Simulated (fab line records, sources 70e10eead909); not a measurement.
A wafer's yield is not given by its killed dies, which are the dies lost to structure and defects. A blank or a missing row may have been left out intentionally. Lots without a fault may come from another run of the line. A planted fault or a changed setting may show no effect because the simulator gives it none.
fab line records	flow nand-harc	part 2 of 2: steps 5 to 6 of 6
[record] lots = 22	wafers = 66	last-day = 26
route steps=1159 shown A_CHANNEL_HOLE_D1@463 A_CHANNEL_FILL_D1@501
lots that met no fault: taken from a fault-free run of the same line
start-h: hours from the record's opening day to when the first of the lot's shown wafers began	wait-h: time in hours since the lot's previous step	" identical to the entry in the row above	L1.1+2: several wafers, shown together as one row	- no value present, or no start provided	* or withheld: withheld	< > ~ a bound
route shown NAME@n: names a module that has steps shown in the file, with the first one's number in the route	usual: the fault-free wafers' mean and standard deviation	same: alike in all rows	chamber/n: place in a boat	sites: each site's reading	_std_site: how widely they spread, as a standard deviation	_edge_site: the outer-site mean with the inner-site mean subtracted	radius-mm: how far each site lies from the wafer's centre	mask NAME#n: copy n	behind: tool/chamber where the wafer was last shaped	hold: cause of the lot's hold/its duration in hours/its outcome	device: which transistor (n, p or np) failed to switch	end of line: tests of these same wafers at the route's end	where a step has no rows: the recipe by itself	killed: count of dies lost to structure and defects at first sort (not the wafer's yield)	map: shows each die of a wafer: x if killed, . if not, _ if none is there
set.NAME: the setting that was run; set.NAME@STEP: the one run at that earlier step	model.NAME: the simulator's own value behind a step, which no gauge read
route steps across a sampled set of lots; one table per step, one row per wafer
services: a tool's chamber out of use, with start hour (start-h, from the record's first day; less than 0 if before it), hours out, and reason
[[steps]]
[step NHARC_A_CHANNEL_FILL_D1_ALD_25]
[recipe] target-thk-a = 600	pulse-time-s = 10	ald-cycles = 600	temp-c = 300	material = SiOx
[usual] heater-power-w = 483/75	precursor-pulse-height-rel = 0.999/0.02
lot.wafer	tool	chamber	start-h	wait-h	heater-power-w	precursor-pulse-height-rel	since-wet-clean-h
L075.4	ald-hk-01	1	228.13	0.1	455	1.005	167
L075.3	"	0	230.00	1.9	482	0.989	169
L075.6	"	2	231.24	3.2	420	0.993	-
L076.2	ald-hk-04	2	228.76	0.7	550	0.978	31
L076.4	"	3	"	"	522	1.023	32
L076.1	"	0	"	"	482	1.009	32
L077.1	ald-hk-04	0	234.48	0.1	487	1.016	37
L077.3	"	1	"	"	506	0.977	38
L077.2	"	2	"	"	561	1.007	38
L079.2	ald-hk-01	3	242.64	1.2	551	0.998	2
L079.1	"	0	"	"	468	1.007	3
L079.4	"	1	"	"	451	0.999	3
L078.4	ald-hk-04	1	243.94	2.4	498	0.984	46
L078.2	"	2	"	"	560	0.989	47
L078.6	"	1	246.41	4.9	497	1.038	-
L080.4	ald-hk-03	0	264.15	0.0	289	0.973	110
L080.2	"	1	"	"	424	1.019	111
L080.1	"	3	266.00	1.9	511	0.967	112
L082.3	ald-hk-04	0	264.16	0.1	479	0.987	67
L082.1	"	1	"	"	489	0.999	67
L082.2	"	2	"	"	563	1.031	68
L083.4	ald-hk-04	2	269.36	0.1	571	0.978	72
L083.5	"	2	271.84	2.5	560	0.982	-
L083.6	"	3	"	"	520	0.990	-
L081.3	ald-hk-01	3	269.97	0.7	532	1.047	29
L081.4	"	1	271.20	1.9	444	0.983	31
L081.6	"	2	"	"	422	0.999	-
L084.3	ald-hk-03	0	269.98	0.7	295	0.985	116
L084.2	"	2	271.21	1.9	612	1.006	117
L084.5	"	0	272.44	3.1	294	1.004	-
L085.4	ald-hk-03	2	292.33	1.9	590	1.007	138
L085.6	"	3	"	"	504	1.041	-
L085.5	"	0	"	"	288	1.001	-
L088.1	ald-hk-04	2	292.36	1.9	566	1.004	95
L088.6	"	3	"	"	530	0.983	-
L088.5	"	0	"	"	478	0.977	-
L086.3	ald-hk-04	0	296.87	0.1	490	0.996	99
L086.2	"	1	"	"	520	0.998	100
L086.5	"	0	299.40	2.6	488	1.003	-
L087.3	ald-hk-01	3	303.91	0.7	543	0.993	63
L087.4	"	1	305.13	1.9	440	0.997	64
L087.5	"	2	"	"	411	1.013	-
L089.3	ald-hk-03	1	310.55	0.1	429	0.986	156
L089.2	"	2	"	"	603	0.987	157
L089.5	"	2	313.58	3.1	593	1.031	-
L090.3	ald-hk-01	1	310.56	0.1	452	0.993	70
L090.4	"	3	311.80	1.3	541	0.991	71
L090.5	"	2	313.65	3.1	419	1.018	-
L092.1	ald-hk-04	2	320.85	0.7	562	0.985	123
L092.5	"	1	322.69	2.5	495	0.982	-
L092.6	"	2	"	"	539	0.996	-
L093.3	ald-hk-04	3	325.49	0.1	535	1.019	128
L093.1	"	0	"	"	483	0.992	129
L093.5	"	3	327.92	2.5	528	0.971	-
L094.4	ald-hk-03	3	335.64	0.0	523	1.029	3
L094.3	"	2	337.44	1.9	599	0.976	5
L094.5	"	3	"	"	525	1.004	-
L095.1	ald-hk-04	1	338.10	2.5	508	1.014	141
L095.2	"	2	339.32	3.7	550	0.993	142
L095.5	"	3	340.54	4.9	505	0.986	-
L096.1	ald-hk-03	2	347.03	0.2	577	0.982	14
L096.3	"	0	348.26	1.4	298	1.012	16
L096.2	"	1	"	"	436	0.991	16
L097.3	ald-hk-01	2	357.34	0.1	418	1.003	117
L097.2	"	1	359.18	1.9	451	0.996	119
L097.6	"	2	"	"	427	0.993	-
[step NHARC_A_CHANNEL_FILL_D1_CMP_10]
[recipe] target-thk-nm = 150
[usual] motor-current-A = 11.9/1.1	retaining-ring-pressure-frac = 1.000/0.0052	time-to-endpoint-s = 15.2/2
lot.wafer	tool	chamber	start-h	wait-h	motor-current-A	retaining-ring-pressure-frac	time-to-endpoint-s
L076.4	cmp-02	0	239.59	0.4	9.6	1.005	14.3
L076.1	"	1	"	"	12.9	0.994	17.1
L076.2	"	2	"	"	11.3	0.994	15.5
L075.3	cmp-04	1	239.62	0.4	12.5	1.002	13.1
L075.4	"	3	"	"	11.7	1.013	16.2
L075.6	"	0	"	"	12.5	0.998	11.1
L077.2	cmp-04	3	245.73	0.4	12.2	1.010	15.2
L077.1	"	0	"	"	12.9	0.998	14.4
L077.3	"	2	"	"	10.5	1.006	13.8
L079.4	cmp-04	0	254.11	0.4	13.0	0.998	12.3
L079.2	"	1	"	"	12.2	1.005	14.1
L079.1	"	2	"	"	11.3	1.001	13.2
L078.4	cmp-02	1	254.23	0.5	13.3	1.002	17.3
L078.2	"	2	"	"	10.9	0.999	16.5
L078.6	"	3	"	"	13.5	1.002	13.2
L080.1	cmp-04	2	275.48	0.4	11.0	1.000	15.0
L080.2	"	3	"	"	11.5	1.007	13.5
L080.4	"	0	"	"	12.7	1.009	11.6
L082.1	cmp-03	2	275.48	0.4	12.8	1.009	12.9
L082.3	"	3	"	"	11.6	1.010	16.3
L082.2	"	0	"	"	10.7	0.997	14.0
L084.3	cmp-03	1	280.80	0.4	12.2	1.003	17.8
L084.2	"	2	"	"	13.1	0.992	16.1
L084.5	"	2	"	"	12.8	0.996	13.8
L081.3	cmp-02	3	280.82	0.4	13.3	1.000	14.7
L081.4	"	1	"	"	13.6	0.993	14.3
L081.6	"	3	"	"	13.5	0.998	12.3
L083.4	cmp-04	2	280.82	0.4	10.9	1.003	13.6
L083.6	"	1	"	"	12.4	0.994	13.9
L083.5	"	2	"	"	10.8	1.010	13.6
L088.1	cmp-02	1	301.76	0.4	12.4	1.008	17.0
L088.5	"	1	"	"	13.2	1.003	17.0
L088.6	"	2	"	"	10.9	1.000	15.4
L085.4	cmp-03	3	301.84	0.4	11.7	1.010	14.9
L085.5	"	3	"	"	11.3	1.004	13.3
L085.6	"	0	"	"	10.8	1.002	13.6
L086.3	cmp-02	2	308.39	0.4	10.3	0.986	16.3
L086.2	"	1	"	"	13.2	0.995	13.9
L086.5	"	2	"	"	11.6	1.004	19.0
L087.3	cmp-02	1	315.79	0.4	13.0	1.001	17.3
L087.4	"	2	"	"	11.2	0.996	16.8
L087.5	"	1	"	"	12.5	0.995	15.7
L090.4	cmp-04	0	321.98	0.4	12.8	1.003	12.4
L090.3	"	2	"	"	10.5	1.002	13.9
L090.5	"	1	"	"	13.0	0.993	13.9
L089.2	cmp-03	3	322.00	0.4	11.8	1.004	12.1
L089.3	"	1	"	"	11.3	1.004	14.9
L089.5	"	3	"	"	11.0	1.003	13.8
L092.1	cmp-04	1	331.70	0.4	12.9	1.000	17.7
L092.5	"	3	"	"	11.1	0.995	17.4
L092.6	"	0	"	"	12.1	1.011	13.9
L093.1	cmp-03	3	336.93	0.4	12.0	1.004	15.8
L093.3	"	0	"	"	10.5	1.004	14.7
L093.5	"	2	"	"	12.5	0.994	13.4
L094.3	cmp-03	1	346.99	0.4	11.8	0.997	15.4
L094.4	"	3	"	"	11.4	1.006	13.9
L094.5	"	1	"	"	11.9	0.990	14.0
L095.1	cmp-04	0	350.76	0.4	12.6	0.997	14.3
L095.2	"	1	"	"	12.4	0.997	18.0
L095.5	"	0	"	"	12.5	0.998	14.7
L096.2	cmp-04	2	358.57	0.6	11.3	0.993	19.7
L096.3	"	3	"	"	12.6	1.000	20.9
L096.1	"	0	"	"	12.9	1.001	19.4
L097.3	cmp-04	3	368.80	0.4	11.8	0.996	18.5
L097.2	"	1	"	"	13.2	1.002	20.4
L097.6	"	3	"	"	12.8	0.998	16.4
[[services]]
tool	chamber	start-h	hours	kind
cmp-04	-	188.24	2.3	repair
ald-hk-04	-	188.76	10.0	pm
rie-diel-12	-	202.40	9.0	pm
cmp-04	-	203.01	4.0	pm
rie-diel-01	1	209.82	1.7	repair
rie-diel-03	-	215.30	9.0	pm
rie-diel-01	1	216.98	9.4	repair
cmp-03	-	221.52	0.7	repair
cmp-02	-	225.88	6.4	repair
rie-diel-12	0	228.30	1.2	repair
cmp-04	-	256.81	2.7	repair
rie-diel-04	2	263.96	11.4	repair
rie-diel-12	1	266.55	6.8	repair
rie-diel-04	-	288.90	9.0	pm
cmp-04	-	295.06	0.3	repair
cmp-04	-	301.01	4.0	pm
rie-diel-08	-	301.80	9.0	pm
har-etch-01	-	306.47	17.0	pm
rie-diel-01	-	314.81	9.0	pm
har-etch-02	-	318.73	1.7	repair
rie-diel-04	-	331.96	0.3	repair
rie-diel-01	-	342.49	0.3	repair
cmp-04	-	346.39	1.0	repair
rie-diel-04	1	363.92	5.9	repair
